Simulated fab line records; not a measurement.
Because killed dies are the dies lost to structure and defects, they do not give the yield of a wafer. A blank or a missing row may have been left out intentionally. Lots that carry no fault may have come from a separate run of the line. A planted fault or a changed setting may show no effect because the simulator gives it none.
A struck lot beside a sound one | flow n5 finfet | 14 out of 1938 route steps
Sound: these wafers, L278.1, L278.5, L278.6. Struck: wafer L290.3. (L290.6 of the same lot was not struck and is left out.) The cause comes at the end.
Each step with rows lists, per side, the tool, then ch with its chambers, then its first start. Under that, the readings that differ: sound wafers | struck wafers | difference of the means | sigmas: that difference in standard deviations of wafers without a fault.
alike: readings whose means differ by less than 2 such deviations, and words and numbers that are the same on both sides. not compared: withheld readings, readings that some wafer has no value for, bounds like >300 that may hide the same value, and numbers for which the record gives no deviation and whose values overlap.
A row with sigmas, a row that says differs or no value, or rows on one side alone: a step with any of these is where the two part. Numbers that don't overlap but have no deviation are shown without sigmas and don't part them. Lack of a reading on every wafer of one side parts them only where that side has two or more wafers.

first, 7 steps without rows for these wafers: N5_BEOL_M11_COAT_64 (time 60 s, resist thk 30 nm); N5_BEOL_M11_COAT_22 (resist thk 90 nm); N5_BEOL_M11_EBR_24; N5_BEOL_M11_SOFTBAKE_23 (time 60 s); N5_BEOL_M11_EXPOSE_25 (exposes mask V10); N5_BEOL_M11_PEB_26 (peb time 60 s); N5_BEOL_M11_DEVELOP_27 (develop time 30 s).
N5_BEOL_M11_CD_MEAS_28 targets a cd of 70 nm.
  sound on cd sem-02 ch 0, day 10 16:48; struck on cd sem-02 ch 0, day 15 06:41
  alike: cd nm
N5_BEOL_M11_OVL_MEAS_29:
  sound on overlay-02 ch 0, day 10 16:50; struck on overlay-02 ch 0, day 15 06:43
  alike: V10_OVL
N5_BEOL_M11_INSPECT_30: inspects for defects (brightfield).
  sound on defect inspect-02 at day 10 16:52; struck on defect inspect-01 at day 15 06:44
  alike: raw defect count
N5_BEOL_M11_DESCUM_33: chemistry O2, time 7.9 s.
  sound on rie diel-02 ch 0,1, day 10 16:53; struck on rie diel-06 ch 2, day 15 07:05
  alike: drypump motor current A, oes product au, rf fwd power W, rf vpp V, showerhead plenum p Torr, temp c, throttle valve pct
  not compared: rf hours counter h
N5_BEOL_M11_ETCH_65: etches SiARC in CF4, target depth 39 nm, time 65 s.
  sound on rie diel-02 ch 0,1, day 10 16:56; struck on rie diel-06 ch 2, day 15 07:07
  alike: drypump motor current A, etch rf on time s, oes product au, rf fwd power W, rf vpp V, showerhead plenum p Torr, throttle valve pct
  not compared: rf hours counter h
N5_BEOL_M11_ETCH_66: etches SOC in N2/H2, target depth 120 nm, overetch 24 nm, time 180 s.
  sound on rie diel-02 ch 0,1, day 10 16:59; struck on rie diel-06 ch 2, day 15 07:10
  reading                                     | sound             | struck | difference | sigmas
  rf vpp V (V)                                | 524.3 526.1 526.2 | 520.3  | -5.2       | -2
  run length s (s)                            | 203.8 203.3 202.7 | 186.0  | -17.3      | -38
  model.SiARC_of_BEOL_M11_COAT_64.thk nm (nm) | 22 22 22.6        | 23.2   | +1.0       |
  alike: drypump motor current A, n2 flow sccm, oes product au, showerhead plenum p Torr, temp c, throttle valve pct
  not compared: rf fwd power W, rf hours counter h
then, 1 step without rows for these wafers: N5_BEOL_M11_STRIP_69 (strips in N2/H2).

WHERE THEY PART
N5_BEOL_M11_ETCH_66 only, going by this record.

WHY: what had been put in by the simulator
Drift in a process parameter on rie diel-06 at N5_BEOL_M11_ETCH_66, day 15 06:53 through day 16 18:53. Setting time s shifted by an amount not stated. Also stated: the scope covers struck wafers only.
